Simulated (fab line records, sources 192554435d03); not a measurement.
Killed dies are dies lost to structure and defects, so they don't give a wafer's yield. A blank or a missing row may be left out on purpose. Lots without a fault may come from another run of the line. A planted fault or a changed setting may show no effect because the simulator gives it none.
Chamber matching | flow n5_finfet | N5_BEOL_M2_ALD_84 on ald_metal-04: 4 sister chambers
The step deposits TaN, pulse time 2 s, purge time 3 s, co reactant purge time 2 s. 8 wafers are shown with their chamber, then 11 later ones without.

WAFERS WITH THEIR CHAMBER
wafer  | chamber | heater_power_w (W) | chamber_pressure_Torr (Torr)
L080.2 | 0       | 454                | 2.996
L080.6 | 1       | 402                | 3.008
L089.1 | 0       | 442                | 3.007
L089.6 | 1       | 408                | 2.990
L090.1 | 3       | 430                | 3.004
L090.3 | 2       | 374                | 2.995
L090.6 | 3       | 448                | 2.991
L093.1 | 2       | 368                | 3.002

WAFERS WITHOUT THEIR CHAMBER
wafer  | heater_power_w (W) | chamber_pressure_Torr (Torr)
L093.4 | 410                | 3.002
L093.6 | 438                | 3.009
L094.3 | 355                | 3.004
L094.5 | 443                | 3.004
L094.6 | 373                | 3.007
L096.1 | 453                | 3.011
L096.4 | 460                | 3.003
L096.5 | 443                | 2.997
L097.3 | 419                | 2.999
L097.4 | 446                | 3.007
L097.5 | 447                | 2.991

WHICH CHAMBER EACH WENT THROUGH
wafer  | from the rows above          | in truth
L093.4 | 1                            | 1
L093.6 | can't be placed: 3 or 0      | 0
L094.3 | 2                            | 2
L094.5 | can't be placed: 0 or 3      | 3
L094.6 | 2                            | 2
L096.1 | can't be placed: 0 or 3      | 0
L096.4 | can't be placed: 0 or 3      | 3
L096.5 | can't be placed: 3 or 0      | 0
L097.3 | can't be placed: 1 or 3 or 0 | 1
L097.4 | can't be placed: 0 or 3      | 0
L097.5 | can't be placed: 0 or 3      | 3
Placed correctly: 3 of 11. Can't be placed from these rows: 8 (the true chamber is among the candidates in 8). Placed wrongly: 0.
How it was worked out, from the rows above alone: a wafer's distance from a chamber is the root of the sum, over the readings, of the square of ((its reading less the chamber's mean) divided by the reading's scatter). The wafer belongs to the nearest chamber; if the next one is less than 2 further off, it can't be placed. A chamber's mean is the mean of its shown wafers. The scatter: the root of (the sum of the squares of (reading less its chamber's mean) over the shown wafers, divided by (wafers less chambers)).
